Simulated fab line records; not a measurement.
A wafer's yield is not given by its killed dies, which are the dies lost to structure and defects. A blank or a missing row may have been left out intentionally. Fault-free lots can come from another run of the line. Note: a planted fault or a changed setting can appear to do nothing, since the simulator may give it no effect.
Chamber matching + flow n5 finfet + ald sin-04 running N5_SDB_ALD_29: 4 sister chambers
The step deposits SiNx, target thk 30 nm, pulse time 1 s, ald cycles 600. 8 wafers are shown with their chamber, then 7 later ones without.

## WAFERS, EACH WITH ITS CHAMBER
| wafer  | chamber | heater power w (W) | precursor pulse height rel |
|--------|---------|--------------------|----------------------------|
| L077.5 | 2       | 976                | 0.998                      |
| L077.6 | 0       | 880                | 1.020                      |
| L081.6 | 0       | 847                | 1.017                      |
| L085.1 | 2       | 965                | 0.979                      |
| L085.2 | 3       | 859                | 1.000                      |
| L085.3 | 1       | 941                | 0.992                      |
| L088.2 | 3       | 863                | 0.974                      |
| L088.3 | 1       | 914                | 1.021                      |

## WAFERS WHOSE CHAMBER IS MISSING
| wafer  | heater power w (W) | precursor pulse height rel |
|--------|--------------------|----------------------------|
| L088.5 | 940                | 1.020                      |
| L095.2 | 886                | 1.006                      |
| L095.3 | 872                | 1.005                      |
| L095.6 | 873                | 1.004                      |
| L097.1 | 893                | 1.004                      |
| L097.3 | 899                | 1.030                      |
| L097.6 | 895                | 1.033                      |

## WHICH CHAMBER EACH ONE RAN IN
| wafer  | from the rows above          | in truth |
|--------|------------------------------|----------|
| L088.5 | can't be placed: 1 or 2      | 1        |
| L095.2 | can't be placed: 0 or 3 or 1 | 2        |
| L095.3 | can't be placed: 0 or 3      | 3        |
| L095.6 | can't be placed: 0 or 3      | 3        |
| L097.1 | can't be placed: 0 or 1 or 3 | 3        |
| L097.3 | can't be placed: 1 or 0 or 3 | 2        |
| L097.6 | can't be placed: 0 or 1 or 3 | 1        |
Correct placement for 0 of the 7. From these rows, 7 cannot be placed; in 5 the true chamber is one of the candidates. Number placed wrongly: 0.
How it was worked out, from the rows above alone: a wafer's distance from a chamber is the root of the sum, over the readings, of the square of ((its reading less the chamber's mean) divided by the reading's scatter). The wafer belongs to the nearest chamber; if the next one is less than 2 further off, it can't be placed. For every chamber, the mean is computed from those of its wafers that are shown. The scatter: the root of (the sum of the squares of (reading less its chamber's mean) over the shown wafers, divided by (wafers less chambers)).
